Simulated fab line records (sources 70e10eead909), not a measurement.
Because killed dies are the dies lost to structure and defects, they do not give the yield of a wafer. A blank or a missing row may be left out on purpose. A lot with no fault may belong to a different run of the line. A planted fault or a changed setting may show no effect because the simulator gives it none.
Which of the tools did it? ; flow nand harc ; Sampling: 6 lots, 18 wafers, 5 of 1159 route steps

== WHAT THE GAUGES READ, wafer by wafer ==
NHARC_END_SORT_01.
lot;measured;on;killed at periphery
L600;day 20 14:07;prober-01;2 4 3
L602;day 19 21:44;prober-02;0 2 1
L618;day 23 21:58;prober-01;2 3 2
L615;day 24 05:50;prober-01;1 2

== WHICH TOOL RAN EACH LOT (tool, then ch and the chambers of the sampled wafers, then the start) ==
lot;NHARC_A_STAIRCASE_HM_OPEN_463;NHARC_A_STAIRCASE_ALD_415;NHARC_A_STAIRCASE_ALD_420;NHARC_A_STAIRCASE_DEP_151
L600;rie diel-09 ch 0,1,3, day 12 10:25 or earlier;ald hk-02 ch 0,2, day 12 10:25;ald hk-01 ch 1,2,3, day 12 17:02;pecvd-04 ch 0,2, day 13 01:20
L602;rie diel-13 ch 0,2, day 12 12:40 or earlier;ald hk-04 ch 1,2, day 12 12:40;ald hk-04 ch 1,2,3, day 12 18:08;pecvd-02 ch 0,1, day 13 01:09
L610;rie diel-10 ch 0,2,3, day 15 02:56 or earlier;ald hk-01 ch 0,1,3, day 15 02:56;ald hk-01 ch 0,1, day 15 07:47;pecvd-02 ch 1,2, day 15 15:13
L614;rie diel-10 ch 1,2,3, day 15 16:09 or earlier;ald hk-01 ch 0,1,3, day 15 16:09;ald hk-01 ch 0,1,3, day 16 05:02;pecvd-01 ch 0,1, day 16 13:07
L618;rie diel-10 ch 0,1,2, day 16 10:53 or earlier;ald hk-02 ch 0,1,2, day 16 10:53;ald hk-01 ch 0,1,2, day 16 20:38;pecvd-01 ch 0,1,2, day 17 05:29
L615;rie diel-09 ch 1,2,3, day 16 19:05 or earlier;ald hk-04 ch 0,1,2, day 16 19:05;ald hk-02 ch 1,2,3, day 17 03:39;pecvd-04 ch 0,1, day 17 11:39
- NHARC_A_STAIRCASE_HM_OPEN_463: chemistry O2/COS.
- NHARC_A_STAIRCASE_ALD_415: deposits SiO2, target thk 30 nm, pulse time 6 s, ald cycles 300.
- NHARC_A_STAIRCASE_ALD_420: deposits SiO2, target thk 20 nm, pulse time 6 s, ald cycles 200.
- NHARC_A_STAIRCASE_DEP_151: deposits SiO2, target thk 3800 nm.

== THE ANSWER, worked out from the rows above alone ==
Rule: what is usual is taken from the lots themselves. The widest of any qualifying gaps counts: lots, ordered by their means at a reading, are off when they make up no more than a third of the lots, leave a main group of 4 or more, and stand apart from it by 3 or more times the standard deviation of that group's means. If all means in a main group match to the digits the tables above print for the reading, that group is not used. Also off: a lot with no number at a reading for which 4 or more lots have one. Any other lot the step has rows for is counted as sound.
No lot is off at any reading shown: from this, nothing can be told.

== WHAT THE SIMULATOR PUT IN ==
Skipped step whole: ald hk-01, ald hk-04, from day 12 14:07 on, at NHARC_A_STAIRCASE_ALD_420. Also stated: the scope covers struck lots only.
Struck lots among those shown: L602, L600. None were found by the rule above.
